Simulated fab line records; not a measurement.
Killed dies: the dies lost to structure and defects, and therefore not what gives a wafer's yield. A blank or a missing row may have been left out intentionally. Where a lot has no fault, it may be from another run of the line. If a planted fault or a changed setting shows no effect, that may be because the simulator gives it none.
Chamber matching / flow n5_finfet / rie_diel-03 running N5_BEOL_M1_STRIP_36: 4 sister chambers
The step strips in N2/H2. 8 wafers are shown with their chamber, then 9 later ones without.

== EACH WAFER AND ITS CHAMBER ==
wafer=L077.2; chamber=3; showerhead_plenum_p_Torr (Torr)=2.72; throttle_valve_pct (%)=23.41
wafer=L082.2; chamber=2; showerhead_plenum_p_Torr (Torr)=2.39; throttle_valve_pct (%)=23.74
wafer=L086.2; chamber=2; showerhead_plenum_p_Torr (Torr)=2.39; throttle_valve_pct (%)=23.74
wafer=L086.3; chamber=0; showerhead_plenum_p_Torr (Torr)=2.48; throttle_valve_pct (%)=23.30
wafer=L086.4; chamber=1; showerhead_plenum_p_Torr (Torr)=2.61; throttle_valve_pct (%)=23.96
wafer=L087.1; chamber=0; showerhead_plenum_p_Torr (Torr)=2.48; throttle_valve_pct (%)=23.28
wafer=L087.4; chamber=3; showerhead_plenum_p_Torr (Torr)=2.71; throttle_valve_pct (%)=23.38
wafer=L087.6; chamber=1; showerhead_plenum_p_Torr (Torr)=2.61; throttle_valve_pct (%)=23.97

== WAFERS WITHOUT THEIR CHAMBER ==
wafer=L089.2; showerhead_plenum_p_Torr (Torr)=2.47; throttle_valve_pct (%)=23.30
wafer=L089.3; showerhead_plenum_p_Torr (Torr)=2.61; throttle_valve_pct (%)=24.00
wafer=L089.5; showerhead_plenum_p_Torr (Torr)=2.71; throttle_valve_pct (%)=23.42
wafer=L090.2; showerhead_plenum_p_Torr (Torr)=2.61; throttle_valve_pct (%)=24.01
wafer=L090.3; showerhead_plenum_p_Torr (Torr)=2.71; throttle_valve_pct (%)=23.56
wafer=L090.6; showerhead_plenum_p_Torr (Torr)=2.61; throttle_valve_pct (%)=23.99
wafer=L092.1; showerhead_plenum_p_Torr (Torr)=2.47; throttle_valve_pct (%)=23.33
wafer=L092.2; showerhead_plenum_p_Torr (Torr)=2.71; throttle_valve_pct (%)=23.56
wafer=L092.6; showerhead_plenum_p_Torr (Torr)=2.60; throttle_valve_pct (%)=24.03

== THE CHAMBER EACH PASSED THROUGH ==
wafer=L089.2; from the rows above=0; in truth=0
wafer=L089.3; from the rows above=1; in truth=1
wafer=L089.5; from the rows above=3; in truth=3
wafer=L090.2; from the rows above=1; in truth=1
wafer=L090.3; from the rows above=3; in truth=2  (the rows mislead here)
wafer=L090.6; from the rows above=1; in truth=1
wafer=L092.1; from the rows above=0; in truth=0
wafer=L092.2; from the rows above=3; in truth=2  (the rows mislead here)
wafer=L092.6; from the rows above=1; in truth=1
Correctly placed: 7 of 9. Not placeable from these rows: 0. Placed wrongly: 2.
How it was worked out, from the rows above alone: a wafer's distance from a chamber is the root of the sum, over the readings, of the square of ((its reading less the chamber's mean) divided by the reading's scatter). The wafer belongs to the nearest chamber; if the next one is less than 2 further off, it can't be placed. The mean given for a chamber averages the wafers shown for that chamber. The scatter is the square root of a quotient: the sum, over the shown wafers, of each reading's squared deviation from its chamber's mean, divided by wafers minus chambers.
